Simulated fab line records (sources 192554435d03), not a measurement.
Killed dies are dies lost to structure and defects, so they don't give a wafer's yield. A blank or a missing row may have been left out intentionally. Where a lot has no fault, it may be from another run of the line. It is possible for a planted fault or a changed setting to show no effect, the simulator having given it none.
Lot-split experiment + flow n5 finfet + 7 lots, 21 wafers read, on a route of 1938 steps

ON THE SPLIT
At N5_SD_EPI_N_PEB_07 (peb time 60 s), the setting peb time s was moved away from the recipe's 60 s on 7 of the 21 wafers read, by -21.5% to +6.6%. All remaining wafers had this setting at the recipe value.

FROM THE SPLIT TO THE READING: what the file shows between them, 1 step
- N5_SD_EPI_N_DEVELOP_08: develop time 30 s

THE READING
cd nm (nm) at N5_SD_EPI_N_CD_MEAS_09, where the cd target is 120 nm. On this fab line, fault-free wafers typically give 120.7 nm with a standard deviation of 0.93 nm.

| wafer  | tool, chamber at the split | peb time s as run, s | against the recipe | cd nm, nm | against lot-mates on the recipe |
|--------|----------------------------|----------------------|--------------------|-----------|---------------------------------|
| L074.2 | litho track-03, 0          | 60                   | recipe             | 120.4     | -                               |
| L074.5 | litho track-03, 0          | 60                   | recipe             | 121.3     | -                               |
| L074.6 | litho track-03, 0          | 60                   | recipe             | 120.6     | -                               |
| L075.1 | litho track-03, 0          | 60                   | recipe             | 121.3     | -                               |
| L075.3 | litho track-03, 0          | 60                   | recipe             | 120.4     | -                               |
| L075.5 | litho track-03, 0          | 60                   | recipe             | 121.3     | -                               |
| L078.3 | litho track-05, 0          | 60                   | recipe             | 120.2     | -                               |
| L078.5 | litho track-05, 0          | 60                   | recipe             | 120.0     | -                               |
| L078.6 | litho track-05, 0          | 60                   | recipe             | 120.6     | -                               |
| L080.2 | litho track-03, 0          | 47.09                | -21.5%             | 111.4     | -10.5                           |
| L080.4 | litho track-03, 0          | 60                   | recipe             | 121.9     | -                               |
| L080.5 | litho track-03, 0          | 60                   | recipe             | 121.9     | -                               |
| L084.1 | litho track-05, 0          | 56.51                | -5.8%              | 116.5     | -3.9                            |
| L084.2 | litho track-05, 0          | 56.51                | -5.8%              | 117.2     | -3.2                            |
| L084.3 | litho track-05, 0          | 60                   | recipe             | 120.4     | -                               |
| L086.1 | litho track-05, 0          | 60                   | recipe             | 119.9     | -                               |
| L086.2 | litho track-05, 0          | 52.16                | -13.1%             | 114.4     | -5.5                            |
| L086.4 | litho track-05, 0          | 52.16                | -13.1%             | 114.0     | -5.9                            |
| L092.1 | litho track-02, 0          | 63.98                | +6.6%              | 123.2     | +3.2                            |
| L092.3 | litho track-02, 0          | 60                   | recipe             | 120.0     | -                               |
| L092.4 | litho track-02, 0          | 63.98                | +6.6%              | 120.8     | +0.8                            |

FIT RESULTS
A straight line over all 21 wafers: cd nm changes by +0.434 nm for each +1% of peb time s; r = +0.95; the points scatter about the line by 0.94 nm.
The same after taking each lot's own level away (the mean of its wafers on the recipe; 21 wafers): +0.451 nm for each +1%; r = +0.98; scatter 0.65 nm.
On that fit, the largest move of peb time s shifts the reading by 9.7 nm.
From 119.90 to 121.90 nm: that is the span of the lots' own levels, equal to 2.2 times the standard deviation above.
Hence the lot-to-lot level has little effect on the slope; both slopes agree.
Check: with one of the wafers moved furthest among these (-21.5%) left out of the fit, the line predicts -9.37 nm for it against its lot-mates. It came out at -10.5 nm against them.

THE WHOLE CHAIN: every reading that the file lists as answering this split, in the file's order
| step                    | what it does                                                | reading                                                         | change (the file's fit)               | r (the file's) |
|-------------------------|-------------------------------------------------------------|-----------------------------------------------------------------|---------------------------------------|----------------|
| N5_SD_EPI_N_CD_MEAS_09  | target cd 120 nm                                            | cd nm                                                           | +0.47 nm for each +1% of the setting  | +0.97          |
| N5_SD_EPI_N_DESCUM_14   | chemistry O2, time 7.9 s                                    | SD_EPI_N.cd nm (the simulator's own value, which no gauge read) | +0.465 nm for each +1% of the setting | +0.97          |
| N5_SD_EPI_N_ETCH_35     | etches SOC in N2/H2, overetch 108 nm, time 486 s            | SD_EPI_N.cd nm (the simulator's own value, which no gauge read) | +0.499 nm for each +1% of the setting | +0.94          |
| N5_SD_EPI_N_ETCHBACK_44 | etches SiNx in CH3F/O2, stops on SiO2, target depth 14.5 nm | SD_EPI_N.cd nm (the simulator's own value, which no gauge read) | +0.508 nm for each +1% of the setting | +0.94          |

THE FILE'S OWN FIT
cd nm changes by +0.47 nm for each +1% of peb time s, r = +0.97.
